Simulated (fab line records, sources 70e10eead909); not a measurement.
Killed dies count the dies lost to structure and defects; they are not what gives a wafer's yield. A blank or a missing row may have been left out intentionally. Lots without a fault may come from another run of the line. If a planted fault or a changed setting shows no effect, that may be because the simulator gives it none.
One fault seen from 2 desks / flow nand harc / only its own numbers are on each desk; what lay behind them is given at the end

## THE METROLOGY DESK
What the gauges read for every lot (on any tool): the sampled wafers with a number, averaged. A lot is out of limits, marked OUT, if its mean lies more than 4 standard deviations from the usual mean; the brackets give that distance.
Columns: A = cd nm at NHARC_P_M0_CD_MEAS_09, usual 89.7 nm; B = thk nm at NHARC_P_M0_THK_MEAS_24, usual 117.8 nm
lot=L510; first seen here=day 6 01:16; A=90.4; B=116.8
lot=L514; first seen here=day 6 16:56; A=89.1; B=118.6
lot=L516; first seen here=day 7 13:10; A=89.6; B=117.6
lot=L517; first seen here=day 7 13:48; A=90.2; B=117.3
lot=L519; first seen here=day 8 00:48; A=89.3; B=119.9
lot=L522; first seen here=day 9 02:30; A=89.6; B=117.5
lot=L527; first seen here=day 10 01:03; A=105.2 (+30) OUT; B=118.0
lot=L529; first seen here=day 10 17:06; A=102.3 (+25) OUT; B=117.3
lot=L530; first seen here=day 10 22:00; A=89.4; B=118.1
lot=L531; first seen here=day 11 05:11; A=89.8; B=117.6
lot=L533; first seen here=day 11 15:09; A=89.7; B=117.2
This desk's verdict: out of limits on L527, L529, starting with L527 at day 10 01:03 (cd nm at NHARC_P_M0_CD_MEAS_09). Within limits: L510, L514, L516, L517, L519, L522, L530, L531, L533.

## AT THE TOOL OWNER'S DESK: arfi scanner-03
The tool's own readings at NHARC_P_M0_EXPOSE_06 (exposes mask P M0, target cd 90 nm): means of the sampled wafers that have a number, for each lot that ran on this tool. A lot is out of limits, marked OUT, if its mean lies more than 4 standard deviations from the usual mean; the brackets give that distance.
Columns: A = exposure dose mJ cm2 at NHARC_P_M0_EXPOSE_06, usual 81.24; B = focus offset nm at NHARC_P_M0_EXPOSE_06, usual 0.0 nm
lot=L516; first seen here=day 7 13:02; A=81.33; B=0.3
lot=L522; first seen here=day 9 02:22; A=81.31; B=0.3
lot=L527; first seen here=day 10 00:55; A=103.78 (+99 or more) OUT; B=-0.3
lot=L529; first seen here=day 10 16:58; A=99.31 (+99 or more) OUT; B=-0.3
This desk's verdict: out of limits on L527, L529, starting with L527 at day 10 00:55 (exposure dose mJ cm2 at NHARC_P_M0_EXPOSE_06). Within limits: L516, L522.

## BROUGHT TOGETHER
The tool owner's desk could have raised an alarm at day 10 00:55, on L527, L529.
The metrology desk could have raised an alarm at day 10 01:03, on L527, L529.
The lots listed all ran NHARC_P_M0_EXPOSE_06 on arfi scanner-03.

## WHAT THE SIMULATOR HAD PUT IN
Drift in process parameters on arfi scanner-03 at NHARC_P_M0_EXPOSE_06, starting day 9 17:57. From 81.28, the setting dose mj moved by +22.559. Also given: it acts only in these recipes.
Struck lots among those shown: L527, L529.
Fault start to first reading out of limits, in hours, per desk: tool owner, 7; metrology, 7.
